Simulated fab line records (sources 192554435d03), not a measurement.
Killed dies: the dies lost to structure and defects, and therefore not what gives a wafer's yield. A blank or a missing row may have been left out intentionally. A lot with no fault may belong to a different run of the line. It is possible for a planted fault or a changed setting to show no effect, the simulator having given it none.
Chamber matching | flow n5_finfet | 4 sister chambers for N5_GATE_CUT_HM_OPEN_40 on rie_diel-02
The step chemistry C4F6/O2, target SiO2, target depth 139 nm, time 85.1 s. 4 wafers are shown with their chamber, then 12 later ones without.

== WAFERS WITH THEIR CHAMBER ==
wafer  | chamber | rf_vpp_V (V)
L082.6 | 3       | 644
L083.5 | 0       | 685
L084.2 | 2       | 639
L084.5 | 1       | 630

== WAFERS MISSING THEIR CHAMBER ==
wafer  | rf_vpp_V (V)
L086.1 | 644
L086.4 | 630
L086.5 | 637
L087.1 | 638
L087.4 | 685
L087.5 | 637
L088.1 | 629
L088.3 | 644
L088.6 | 638
L093.1 | 637
L093.5 | 685
L093.6 | 644

== CHAMBER TAKEN BY EACH ==
wafer  | from the rows above | in truth
L086.1 | 3                   | 3
L086.4 | 1                   | 1
L086.5 | 2                   | 2
L087.1 | 2                   | 2
L087.4 | 0                   | 0
L087.5 | 2                   | 2
L088.1 | 1                   | 1
L088.3 | 3                   | 3
L088.6 | 2                   | 2
L093.1 | 2                   | 2
L093.5 | 0                   | 0
L093.6 | 3                   | 3
Correctly placed: 12 of 12. Left unplaced by these rows: 0. Number placed wrongly: 0.
How it was worked out, from the rows above alone: a wafer's distance from a chamber is the root of the sum, over the readings, of the square of ((its reading less the chamber's mean) divided by the reading's scatter). The wafer belongs to the nearest chamber; if the next one is less than 2 further off, it can't be placed. For every chamber, the mean is computed from those of its wafers that are shown. The scatter: root of mean squared gap, hidden wafer to nearest shown wafer, with one shown wafer a chamber.
